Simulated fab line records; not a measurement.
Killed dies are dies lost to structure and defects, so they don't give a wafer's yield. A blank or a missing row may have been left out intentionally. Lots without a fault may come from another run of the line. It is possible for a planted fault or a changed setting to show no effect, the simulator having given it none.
Lot-split experiment -- flow n5 finfet -- route with 1938 steps; 7 lots, 21 wafers read

## SPLIT DETAILS
At N5_HKMG_FIN_ETCH_54 (etches SiARC in CF4, target depth 45.5 nm, time 75.8 s), the setting source w was moved away from the recipe's 545 W on 6 of the 21 wafers read, by -14.9% to -7.2%. The other wafers ran this setting at the recipe's value.

The reading comes from the split's own step.

## THE READING
rf vpp V, in V, at N5_HKMG_FIN_ETCH_54 (etches SiARC in CF4, target depth 45.5 nm, time 75.8 s). On this fab line, fault-free wafers typically give 184.2 V with a standard deviation of 1.1 V.

wafer,"tool, chamber at the split","source w as run, W",against the recipe,"rf vpp V, V",against lot-mates on the recipe
L077.1,"rie diel-01, 3",502,-7.9%,189.0,+3.8
L077.2,"rie diel-01, 0",545,recipe,185.2,-
L077.6,"rie diel-01, 3",502,-7.9%,189.5,+4.3
L079.2,"rie diel-02, 3",545,recipe,186.2,-
L079.4,"rie diel-02, 2",463.9,-14.9%,194.0,+8.6
L079.6,"rie diel-02, 0",545,recipe,184.7,-
L080.3,"rie diel-06, 2",545,recipe,185.8,-
L080.4,"rie diel-06, 0",545,recipe,184.6,-
L080.6,"rie diel-06, 1",500.7,-8.1%,190.3,+5.1
L081.1,"rie diel-02, 3",545,recipe,184.7,-
L081.2,"rie diel-02, 0",545,recipe,183.7,-
L081.3,"rie diel-02, 2",505.5,-7.2%,187.4,+3.2
L083.1,"rie diel-02, 3",545,recipe,184.7,-
L083.3,"rie diel-02, 1",465.4,-14.6%,194.3,+10.3
L083.6,"rie diel-02, 0",545,recipe,183.3,-
L085.2,"rie diel-02, 1",545,recipe,184.1,-
L085.4,"rie diel-02, 0",545,recipe,183.6,-
L085.6,"rie diel-02, 1",545,recipe,184.8,-
L096.4,"rie diel-01, 2",545,recipe,184.8,-
L096.5,"rie diel-01, 0",545,recipe,183.2,-
L096.6,"rie diel-01, 1",545,recipe,184.2,-

THE FIT
A straight line over all 21 wafers: rf vpp V changes by -0.635 V for each +1% of source w; r = -0.97; the points scatter about the line by 0.86 V.
The same after taking each lot's own level away (the mean of its wafers on the recipe; 21 wafers): -0.606 V for each +1%; r = -0.97; scatter 0.73 V.
According to that fit, moving source w by its largest amount changes the reading by 9 V.
Across the lots, their own levels run from 184.00 to 185.45 V, a range of 1.3 times the standard deviation given above.
The two slopes agree, so the slope changes little with the lot-to-lot level.
Check: +9.14 V against its lot-mates is what the line predicts for one of the wafers moved furthest among these (-14.9%) when that wafer is left out of the fit. It came out at +8.55 V against them.
Tool readings at the split's step, against how far the setting was moved: etch rf on time s r = -0.86; rf vpp V r = -0.97.

## ADDITIONAL SPLITS CARRIED BY THESE WAFERS
Before the reading, these wafers also passed through other splits. Each is held against what the fit with the lots' levels taken away leaves over:
other split on the same wafers,wafers away from the commonest value,r with rf vpp V (lot level and that fit taken away)
N5_SD_EPI_P_COAT_35 spin rpm,4,+0.03
N5_HKMG_FIN_COAT_43 spin rpm,8,+0.10

## THE WHOLE CHAIN: every reading that the file lists as answering this split, in the file's order
step,what it does,reading,change (the file's fit),r (the file's)
N5_HKMG_FIN_ETCH_54,"etches SiARC in CF4, target depth 45.5 nm, time 75.8 s",etch rf on time s,withheld for each +1% of the setting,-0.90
N5_HKMG_FIN_ETCH_54,"etches SiARC in CF4, target depth 45.5 nm, time 75.8 s",rf vpp V,-0.609 V for each +1% of the setting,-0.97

## THE FILE'S OWN FIT
rf vpp V changes by -0.609 V for each +1% of source w, r = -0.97.
